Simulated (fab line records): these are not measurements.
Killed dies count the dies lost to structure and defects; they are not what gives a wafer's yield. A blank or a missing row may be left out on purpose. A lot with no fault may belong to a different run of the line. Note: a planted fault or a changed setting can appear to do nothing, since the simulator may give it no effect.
Which of the tools did it? -- flow n5Finfet -- 12 lots (36 wafers sampled), 1 step of a 1938-step route

== WHAT EACH GAUGE READ, for each wafer ==
N5_BEOL_M6_OCD_MEAS_38.
lot,measured,on,trenchDepthNm (nm)
L074,day 9 05:22,ocd-01,96.0 93.9 94.5
L077,day 9 07:23,ocd-02,93.2 94.6 94.2
L079,day 9 21:10,ocd-02,92.6 92.6 95.9
L081,day 10 09:40,ocd-02,95.8 92.5 94.2
L083,day 10 14:50,ocd-01,92.3 92.0 94.3
L085,day 11 09:20,ocd-01,96.0 93.6 93.5
L087,day 12 16:35,ocd-01,91.5 91.3 93.2
L088,day 12 20:38,ocd-02,95.9 92.0 96.0
L091,day 13 02:59,ocd-02,93.0 93.0 92.9
L094,day 13 19:19,ocd-02,94.3 93.1 95.1
L095,day 14 02:53,ocd-01,93.5 91.5 93.9
L097,day 14 13:40,ocd-01,96.7 95.2 96.0

== EACH LOT AND THE TOOL THAT RAN IT (in order: tool; ch and the chambers of the sampled wafers; start) ==
Record: no process step prior to these readings.

== THE ANSWER, worked out from the rows above alone ==
Rule: the lots themselves supply what counts as usual. The widest of any qualifying gaps counts: lots, ordered by their means at a reading, are off when they make up no more than a third of the lots, leave a main group of 4 or more, and stand apart from it by 3 or more times the standard deviation of that group's means. A main group whose means are all the same, to the digits that the tables above print for the reading, isn't used. A lot without any number at a reading at which 4 lots or more have one is off too. Any other lot the step has rows for is counted as sound.
Across all readings shown, no lot is off: no conclusion can be drawn from this.

== WHAT THE SIMULATOR HAD PUT IN ==
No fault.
